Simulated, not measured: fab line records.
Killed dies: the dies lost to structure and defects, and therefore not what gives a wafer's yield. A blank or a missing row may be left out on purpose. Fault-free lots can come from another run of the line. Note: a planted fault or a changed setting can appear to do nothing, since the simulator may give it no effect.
A single fault, viewed from 3 desks ; flow n5 finfet ; each desk holds nothing but its own numbers, with what lay behind them at the end

TOOL OWNER'S DESK, rie si-03
The tool's own readings at N5_SD_EPI_N_SD_RECESS_17 (chemistry HBr/Cl2/O2, target depth 41 nm, time 23.7 s, bt time 3 s): means of the sampled wafers that have a number, for each lot that ran on this tool. If a lot's mean is further than 4 standard deviations from the usual mean, the lot is out of limits and carries the mark OUT (the distance appears in the brackets).
Columns: A = drypump motor current A at N5_SD_EPI_N_SD_RECESS_17, usual 5.6 A; B = oes product au at N5_SD_EPI_N_SD_RECESS_17, usual 0.993 a.u.; C = throttle valve pct at N5_SD_EPI_N_SD_RECESS_17, usual 37.2 %
lot;first seen here;A;B;C
L524;day 6 08:31;5.5;0.976;37.0
L525;day 6 12:46;5.5;0.969;37.1
L526;day 6 20:14;5.5;0.982;37.0
Result from this desk: across the 3 lots, nothing is out of limits.

FROM THE METROLOGY DESK
What the gauges read for every lot (on any tool): the sampled wafers with a number, averaged. If a lot's mean is further than 4 standard deviations from the usual mean, the lot is out of limits and carries the mark OUT (the distance appears in the brackets). 7 of its 13 readings are shown: the first one out of limits and those lying furthest out on some lot.
Columns: A = CJ_N at N5_BEOL_M4_RC_MEAS_101, usual 4.35; B = DIBL_N at N5_BEOL_M4_RC_MEAS_101, usual 36.7 mV/V; C = IOFF_N at N5_BEOL_M4_RC_MEAS_101, usual 0.17 nA/um; D = IOFF_N_85C at N5_BEOL_M4_RC_MEAS_101, usual 3.2 nA/um; E = ION_N at N5_BEOL_M4_RC_MEAS_101, usual 673 uA/um; F = SS_N at N5_BEOL_M4_RC_MEAS_101, usual 71.7 mV/dec; G = VT_N at N5_BEOL_M4_RC_MEAS_101, usual 250 mV
lot;first seen here;A;B;C;D;E;F;G
L512;day 8 20:34;4.37;38.2;0.20;3.7;671;71.8;248
L516;day 9 12:34;4.39;36.1;0.15;2.9;665;71.5;252
L514;day 9 19:53;4.47;36.6;0.15;3.0;669;71.5;251
L515;day 9 22:57;4.37;34.6;0.12;2.4;648;71.0;257
L526;day 12 06:11;4.67;40.7;0.45 (+7.8) OUT;7.3 (+6.9) OUT;702;75.6 (+6.3) OUT;242
L524;day 12 07:16;4.61;37.9;0.29;5.1;680;74.8 (+4.9) OUT;250
L527;day 12 08:33;4.35;35.1;0.14;2.7;667;70.7;250
L525;day 12 16:41;4.66;40.2;0.48 (+8.5) OUT;7.7 (+7.6) OUT;686;77.1 (+8.7) OUT;247
L529;day 12 23:07;4.30;36.8;0.16;3.1;675;72.0;251
L531;day 13 12:33;4.41;34.8;0.14;2.8;675;71.0;252
L532;day 13 14:30;4.32;38.2;0.17;3.4;680;71.5;249
This desk's finding: out of limits on L524, L525, L526; first on L526, day 12 06:11 (IOFF_N at N5_BEOL_M4_RC_MEAS_101). In limits: L512, L516, L514, L515, L527, L529, L531, L532.

THE DEFECT DESK
Inspection counts along the route, by lot: the mean over sampled wafers that carry a number. If a lot's mean is further than 4 standard deviations from the usual mean, the lot is out of limits and carries the mark OUT (the distance appears in the brackets).
Columns: A = raw defect count at N5_BEOL_M4_INSPECT_59, usual 68
lot;first seen here;A
L512;day 8 20:23;73
L516;day 9 12:32;53
L514;day 9 19:52;87
L515;day 9 22:46;73
L526;day 12 05:51;89
L524;day 12 06:56;75
L527;day 12 08:22;51
L525;day 12 16:11;90
L529;day 12 22:56;59
L531;day 13 12:31;54
L532;day 13 14:19;96
Result from this desk: across the 11 lots, nothing is out of limits.

BROUGHT TOGETHER
An alarm was possible from the metrology desk at day 12 06:11, on L524, L525, L526.
The desk of the tool owner found nothing out of limits.
The defect desk saw nothing out of limits.
The tool owner's desk has L524, L525, L526 on record, within its limits.
The defect desk has L524, L525, L526 on record, within its limits.
The lots listed all ran N5_SD_EPI_N_SD_RECESS_17 on rie si-03.

WHAT HAD BEEN PUT IN BY THE SIMULATOR
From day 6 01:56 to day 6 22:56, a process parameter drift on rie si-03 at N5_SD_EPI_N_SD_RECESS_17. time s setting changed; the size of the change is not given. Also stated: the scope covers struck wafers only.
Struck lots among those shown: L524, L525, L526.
Time in hours between the start of the fault and the first out-of-limits reading at each desk: metrology desk, 148.
